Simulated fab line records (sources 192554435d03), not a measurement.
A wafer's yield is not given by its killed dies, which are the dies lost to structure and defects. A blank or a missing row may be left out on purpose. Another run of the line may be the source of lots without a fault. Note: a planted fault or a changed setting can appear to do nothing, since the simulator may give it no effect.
Matching of chambers | flow n5_finfet | 4 sister chambers for N5_BEOL_M10_STRIP_67 on rie_diel-04
The step strips in CF4. 4 wafers are shown with their chamber, then 9 later ones without.

WAFERS WITH THEIR CHAMBER
wafer  | chamber | drypump_motor_current_A (A)
L086.1 | 1       | 6.1
L085.1 | 2       | 6.1
L085.2 | 3       | 6.0
L085.6 | 0       | 6.4

WAFERS WITHOUT THEIR CHAMBER
wafer  | drypump_motor_current_A (A)
L087.1 | 6.4
L087.5 | 6.1
L087.6 | 6.1
L092.1 | 6.4
L092.3 | 6.1
L092.5 | 6.3
L096.1 | 6.1
L096.2 | 6.4
L096.3 | 6.0

WHICH CHAMBER EACH ONE RAN IN
wafer  | from the rows above     | in truth
L087.1 | 0                       | 0
L087.5 | can't be placed: 1 or 2 | 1
L087.6 | can't be placed: 1 or 2 | 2
L092.1 | 0                       | 0
L092.3 | can't be placed: 1 or 2 | 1
L092.5 | 0                       | 0
L096.1 | can't be placed: 1 or 2 | 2
L096.2 | 0                       | 0
L096.3 | 3                       | 3
5 of 9 placed correctly. Cannot be placed on the basis of these rows: 4; the candidates contain the true chamber in 4. Number placed wrongly: 0.
How it was worked out, from the rows above alone: a wafer's distance from a chamber is the root of the sum, over the readings, of the square of ((its reading less the chamber's mean) divided by the reading's scatter). The wafer belongs to the nearest chamber; if the next one is less than 2 further off, it can't be placed. Each chamber's mean is taken over the wafers shown for it. The scatter: root of mean squared gap, hidden wafer to nearest shown wafer, with one shown wafer a chamber.
